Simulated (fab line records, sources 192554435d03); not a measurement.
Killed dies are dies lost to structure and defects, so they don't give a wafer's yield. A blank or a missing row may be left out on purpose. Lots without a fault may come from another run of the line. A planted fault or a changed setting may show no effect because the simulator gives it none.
fab line records | flow n5_finfet
record lots=5 wafers=15 last_day=14
route steps=1938 shown WELL_APT@20 PMOS_HMC_CHANNEL_EPI@57 BEOL_M4@1111 PASSIVATION@1936
lots that met no fault: from a run of the same line without faults
start_h: hours from the record's first day to the start of the lot's first wafer shown | wait_h: hours since the lot's step before | " the same as in the row above | L1.1+2: a row that stands for several wafers | - no value, or no start given | * or withheld: withheld | < > ~ a bound
route shown NAME@n: a module of which the file shows steps, and the number in the route of the first | usual: mean/standard deviation of fault-free wafers | same: alike in all rows | chamber/n: place in a boat | sites: the reading at each site | _std_site: their standard deviation | _edge_site: outer sites' mean less inner sites' | radius_mm: how far each site lies from the wafer's centre | mask NAME#n: copy n | behind: the tool/chamber that last shaped the wafer | hold: why the lot was held/for how many hours/how that ended | device: the transistor (n, p or np) that didn't switch | end of line: the same wafers' tests at the end of the route | a step without rows: its recipe alone | killed: dies lost to structure and defects at the first sort, not the wafer's yield | map: a wafer's dies, x killed, . not, _ none there
set.NAME: the setting as run; set.NAME@STEP: as run at that earlier step | model.NAME: the simulator's own value behind a step, which no gauge read
lots at some steps of the route; a table a step, a row a wafer
services: from which hour (start_h, from the record's first day; less than 0 if before it) a tool's chamber was out of use, for how many hours, and why
## steps
# step N5_WELL_APT_HMDS_01
# recipe time_s=60 temp_c=120
# step N5_WELL_APT_COAT_02
# recipe spin_rpm=1357 resist_thk_nm=950
# step N5_WELL_APT_EBR_04
# recipe solvent=PGMEA ebr_width_mm=1.5
# step N5_WELL_APT_SOFTBAKE_03
# recipe temp_c=130 time_s=60
# step N5_WELL_APT_EXPOSE_05
# recipe mask_id=NWELL na=0.8 source_shape=conventional sigma_outer=0.8 polarization=unpolarized defocus_nm=0 target_cd_nm=200 dose_mj=20.3
# step N5_WELL_APT_PEB_06
# recipe peb_temp_c=130 peb_time_s=90
# step N5_WELL_APT_DEVELOP_07
# recipe develop_time_s=45 rinse_liquid=surfactant_rinse dry=air_spin dev_temp_c=21
# step N5_WELL_APT_HARDBAKE_12
# recipe temp_c=130 time_s=120
# step N5_WELL_APT_DESCUM_13
# recipe chemistry=O2 time_s=7.9 source_power_w=50 bias_power_w=20 pressure_mtorr=20 rf_frequency_hz=2.712e+07 temp_c=40 o2_flow_sccm=225
# step N5_WELL_APT_IMPLANT_14
# recipe species=P energy_kev=160 dose_cm2=1.5e+13 tilt_deg=0 rotation_deg=0
# usual dose_ions_cm2=1.5001e+13/1.5e+10 tilt_deg=-0.008/0.022
# columns lot.wafer tool chamber start_h wait_h dose_ions_cm2 tilt_deg model.implant.rp_nm model.implant.drp_nm
L616.1 implanter-01 0 19.82 0.1 1.5001e+13 -0.002 204.4 65.9
L616.3 " 0 " " 1.5002e+13 0.017 204.4 65.9
L616.5 " 0 " " 1.4956e+13 0.011 204.4 65.9
L618.2 implanter-01 0 31.92 0.1 1.5021e+13 0.015 203 65.9
L618.4 " 0 " " 1.5003e+13 -0.001 203 65.9
L618.6 " 0 " " 1.4999e+13 0.007 203 65.9
L620.3 implanter-01 0 44.73 0.1 1.5e+13 -0.029 92.23 35.37
L620.4 " 0 " " 1.5006e+13 -0.040 92.23 35.37
L620.5 " 0 " " 1.5018e+13 -0.021 92.23 35.37
L622.1 implanter-01 0 56.04 0.1 1.5023e+13 -0.036 84.08 35.37
L622.2 " 0 " " 1.5006e+13 -0.024 84.08 35.37
L622.6 " 0 " " 1.5015e+13 -0.007 84.08 35.37
L623.1 implanter-02 0 62.38 0.1 1.5021e+13 -0.025 90.21 35.37
L623.4 " 0 " " 1.4988e+13 -0.012 90.21 35.37
L623.6 " 0 " " 1.5002e+13 -0.002 90.21 35.37
# step N5_WELL_APT_IMPLANT_15
# recipe species=As energy_kev=25 dose_cm2=1.5e+13 tilt_deg=0 rotation_deg=0
# step N5_WELL_APT_STRIP_16
# recipe chemistry=SPM time_s=900 temp_c=130 h2so4_h2o2_vol_ratio=4 dry=ipa_marangoni
# step N5_WELL_APT_HMDS_18
# recipe time_s=60 temp_c=120
# step N5_WELL_APT_COAT_19
# recipe spin_rpm=1357 resist_thk_nm=950
# step N5_WELL_APT_EBR_21
# recipe solvent=PGMEA ebr_width_mm=1.5
# step N5_WELL_APT_SOFTBAKE_20
# recipe temp_c=130 time_s=60
# step N5_WELL_APT_EXPOSE_22
# recipe mask_id=PWELL na=0.8 source_shape=conventional sigma_outer=0.8 polarization=unpolarized defocus_nm=0 target_cd_nm=200 dose_mj=23.2
# step N5_WELL_APT_PEB_23
# recipe peb_temp_c=130 peb_time_s=90
# step N5_WELL_APT_DEVELOP_24
# recipe develop_time_s=45 rinse_liquid=surfactant_rinse dry=air_spin dev_temp_c=21
# step N5_WELL_APT_HARDBAKE_29
# recipe temp_c=130 time_s=120
# step N5_WELL_APT_DESCUM_30
# recipe chemistry=O2 time_s=7.9 source_power_w=50 bias_power_w=20 pressure_mtorr=20 rf_frequency_hz=2.712e+07 temp_c=40 o2_flow_sccm=225
# step N5_WELL_APT_IMPLANT_31
# recipe species=B energy_kev=60 dose_cm2=1.5e+13 tilt_deg=0 rotation_deg=0
# step N5_WELL_APT_IMPLANT_32
# recipe species=BF2 energy_kev=50 dose_cm2=2e+13 tilt_deg=0 rotation_deg=0
# step N5_WELL_APT_STRIP_33
# recipe chemistry=SPM time_s=900 temp_c=130 h2so4_h2o2_vol_ratio=4 dry=ipa_marangoni
# step N5_WELL_APT_RTA_34
# recipe temp_c=1000 time_s=10 ambient=N2 idle_temp_c=600 ramp_up_c_per_s=150 ramp_down_c_per_s=60 cool_to_c=600
# step N5_WELL_APT_OXIDE_STRIP_42
# recipe chemistry=dHF dilution=25:1 time_s=45 temp_c=25 target=SiO2 target_depth_a=120
# step N5_WELL_APT_PRECLEAN_36
# recipe chemistry=O3/DIW time_s=45 temp_c=22 o3_ppm=10
# step N5_WELL_APT_PRECLEAN_39
# recipe chemistry=dHF time_s=60 dilution=150:1 temp_c=25
# step N5_WELL_APT_SRD_37
# recipe dry=ipa_marangoni do_ppb=5 time_s=30 temp_c=23 rinse_liquid=diw
# step N5_WELL_APT_EPI_41
# recipe material=Si target_thk_a=500 temp_c=650 precursor=SiH4/H2 pressure_torr=20 time_s=297.7
# step N5_PMOS_HMC_CHANNEL_EPI_HM_DEP_34
# recipe material=SiO2 target_thk_a=360 temp_c=400 precursor=TEOS/O2 pressure_torr=6.5 rf_w=900 teos_flow_sccm=161.4 gas=O2 flow_sccm=2650 time_s=6.9
# step N5_PMOS_HMC_CHANNEL_EPI_COAT_31
# recipe resist=BARC temp_c=205 time_s=60 spin_rpm=1500 resist_thk_nm=66
# step N5_PMOS_HMC_CHANNEL_EPI_COAT_03
# recipe resist=CAR-ArF-block spin_rpm=1500 resist_thk_nm=205
# step N5_PMOS_HMC_CHANNEL_EPI_EBR_05
# recipe solvent=PGMEA ebr_width_mm=1.5
# step N5_PMOS_HMC_CHANNEL_EPI_SOFTBAKE_04
# recipe temp_c=110 time_s=60 resist=CAR-ArF-block
# step N5_BEOL_M4_RC_MEAS_101
# usual DIBL_N=36.7/1.8 DIBL_P=37.0/2.4 IOFF_N=0.17/0.036 IOFF_P=0.22/0.042 ION_N=673/12 ION_P=462/8.5 RS_NWELL=1036/7.1 SS_N=71.7/0.62 SS_P=73.4/0.65 VT_N=250/3.7 VT_P=-250/3.7
# columns lot.wafer tool chamber start_h wait_h DIBL_N[mV/V] DIBL_P[mV/V] IOFF_N[nA/um] IOFF_P[nA/um] ION_N[uA/um] ION_P[uA/um] RS_NWELL[ohm/sq] SS_N[mV/dec] SS_P[mV/dec] VT_N[mV] VT_P[mV]
L616.1 prober-02 0 188.41 0.0 39.1 40.7 0.22 0.28 691 466 1031 72.4 74.2 246 -246
L616.3 " 0 " " 36.9 37.5 0.17 0.22 682 458 1034 71.5 74.2 248 -248
L616.5 " 0 " " 37.7 38.7 0.18 0.22 676 456 1035 72.0 73.9 249 -250
L620.3 prober-01 0 204.87 0.3 35.7 35.6 0.14 0.19 654 454 1941 71.3 73.6 253 -254
L620.4 " 0 " " 37.8 38.5 0.18 0.23 671 456 1955 71.4 74.5 249 -249
L620.5 " 0 " " 35.2 35.1 0.13 0.17 659 448 1957 70.6 72.5 255 -255
L618.2 prober-02 0 212.04 0.2 38.0 37.8 0.19 0.25 668 468 1037 72.2 73.8 247 -246
L618.4 " 0 " " 37.3 37.7 0.17 0.25 691 476 1038 72.1 73.3 248 -247
L618.6 " 0 " " 37.4 36.1 0.16 0.22 666 460 1046 71.7 72.8 252 -249
L622.1 prober-02 0 224.14 0.0 36.6 36.5 0.16 0.21 669 465 1976 71.9 72.7 252 -247
L622.2 " 0 " " 34.9 35.1 0.13 0.19 663 464 1967 71.6 73.0 250 -250
L623.1 prober-02 0 233.61 0.0 38.2 37.9 0.17 0.21 674 458 1930 71.5 73.7 251 -252
L623.4 " 0 " " 35.8 35.4 0.13 0.18 653 455 1926 70.8 72.8 251 -252
# step N5_PASSIVATION_PROBE_49
# usual defect_limited_yield=91.1/1.4 killed_at_M0_to_M3=32/9.3 killed_at_M4_up=13/5.8 killed_at_contacts=12/6.3 killed_at_front_end=44/12 killed_at_other=3.6/2.7 killed_dies=104/17 killed_open=69/13 killed_short=34/6.9 sort_bin_5_function=5.2/0.98 sort_bin_6_memory=3.3/0.59 sort_n_pass=1075/17 sort_yield_pct=91.1/1.4
# same gross_dies=1180 killed_at_back_side=0 sort_bin_4_leakage[%]=0 sort_bin_8_speed[%]=0
# columns lot.wafer tool chamber start_h wait_h defect_limited_yield[%] killed_at_M0_to_M3 killed_at_M4_up killed_at_contacts killed_at_front_end killed_at_other killed_dies killed_open killed_short sort_bin_5_function[%] sort_bin_6_memory[%] sort_n_pass sort_yield_pct[%]
L616.1 prober-01 - 292.60 0.0 91.0 43 11 7 45 0 106 84 22 5.8 3.1 1074 91.0
L616.3 prober-01 - 292.70 0.1 92.7 25 12 12 35 2 86 57 28 3.9 3.3 1094 92.7
L616.5 prober-01 - 292.80 0.2 92.7 22 4 3 55 2 86 44 36 3.5 2.8 1094 92.7
# killed by level:class
L616.1 FIN_SAQP:geometric_particle:open=24 BEOL_M2:geometric_particle:open=13 BEOL_M3:geometric_particle:open=10 FIN_SAQP:geometric_particle:short=7 BEOL_M0_SAQP:geometric_particle:open=7 MOL_CONTACT_COAG:geometric_particle:open=5 BEOL_M1:geometric_particle:open=4 BEOL_M4:geometric_particle:open=4
L616.3 MOL_CONTACT_COAG:geometric_particle:open=10 FIN_SAQP:geometric_particle:open=9 FIN_SAQP:geometric_particle:short=8 BEOL_M0_SAQP:geometric_particle:short=8 STI_FIN_REVEAL:geometric_particle:open=6 DUMMY_GATE:geometric_particle:open=5 BEOL_M3:geometric_particle:open=4 ILD0:geometric_particle:open=3
L616.5 FIN_SAQP:geometric_particle:short=19 FIN_SAQP:geometric_particle:open=15 HKMG_FIN:area_etch=6 STI_FIN_REVEAL:geometric_particle:open=5 BEOL_M0_SAQP:geometric_particle:short=5 GATE_CUT:geometric_particle:open=3 BEOL_M0:geometric_particle:open=3 BEOL_M1:geometric_particle:open=3
## services
# columns tool chamber start_h hours kind
implanter-02 - 52.00 4.2 repair
implanter-01 - 57.90 0.6 repair
## key
first_sign step=N5_BEOL_M4_RC_MEAS_101 reading=RS_NWELL direction=up sigmas=99+ usual=1036 struck=1950
effect none on later readings
model_effect step=N5_WELL_APT_IMPLANT_14 value=implant.rp_nm without=199.7 struck=88.84
met_at N5_WELL_APT_IMPLANT_14
struck_wafers L620.3,L620.4,L620.5,L622.1,L622.2,L622.6,L623.1,L623.4,L623.6
rows_end L622.6,L623.6
onset_between 31.92 44.73
fault kind=wrong_recipe_download tool=implanter-01,implanter-02 chamber=- onset_h=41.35 steps=N5_WELL_APT_IMPLANT_14 wrong_recipe.not_listed=1
# rows_end: these wafers met a further fault down the route, and their rows from its step on are left out
